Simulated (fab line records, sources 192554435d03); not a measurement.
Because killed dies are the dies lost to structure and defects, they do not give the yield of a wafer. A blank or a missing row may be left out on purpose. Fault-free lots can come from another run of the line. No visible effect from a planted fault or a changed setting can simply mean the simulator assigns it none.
Matching of chambers ; flow n5-finfet ; 4 sister chambers for N5_HKMG_FIN_ALD_75 on ald-hk-03
The step deposits Al2O3, target thk 1 nm, co reactant pulse time 1 s. 8 wafers are shown with their chamber, then 11 later ones without.

## WAFERS PAIRED WITH THEIR CHAMBERS
wafer;chamber;heater-power-w (W);precursor-pulse-height-rel
L083.1;2;159;0.994
L083.4;3;144;0.999
L084.1;1;132;0.987
L084.6;1;129;0.957
L086.1;0;147;0.983
L086.3;2;160;0.976
L086.4;3;143;0.988
L088.1;0;146;1.002

## WAFERS WITHOUT THEIR CHAMBER
wafer;heater-power-w (W);precursor-pulse-height-rel
L088.4;154;0.997
L088.5;148;1.005
L091.1;128;1.005
L091.3;147;1.002
L091.5;160;0.993
L093.3;156;0.985
L093.5;126;1.006
L093.6;146;0.930
L095.1;145;0.992
L095.2;146;1.006
L095.4;133;0.998

## CHAMBER TAKEN BY EACH
wafer;from the rows above;in truth
L088.4;can't be placed: 2 or 0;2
L088.5;0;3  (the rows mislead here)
L091.1;1;1
L091.3;0;0
L091.5;2;2
L093.3;2;2
L093.5;1;1
L093.6;can't be placed: 0 or 3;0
L095.1;can't be placed: 0 or 3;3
L095.2;can't be placed: 0 or 3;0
L095.4;1;1
6 of 11 placed correctly. These rows do not allow placing 4 (true chamber among the candidates in 4). 1 placed wrongly.
How it was worked out, from the rows above alone: a wafer's distance from a chamber is the root of the sum, over the readings, of the square of ((its reading less the chamber's mean) divided by the reading's scatter). If the next closest chamber is less than 2 further off than the closest, the wafer can't be placed; otherwise it belongs to the closest. For every chamber, the mean is computed from those of its wafers that are shown. The scatter: take each reading less its chamber's mean, square it, sum over the shown wafers, divide by the number of wafers less the number of chambers, and take the root.
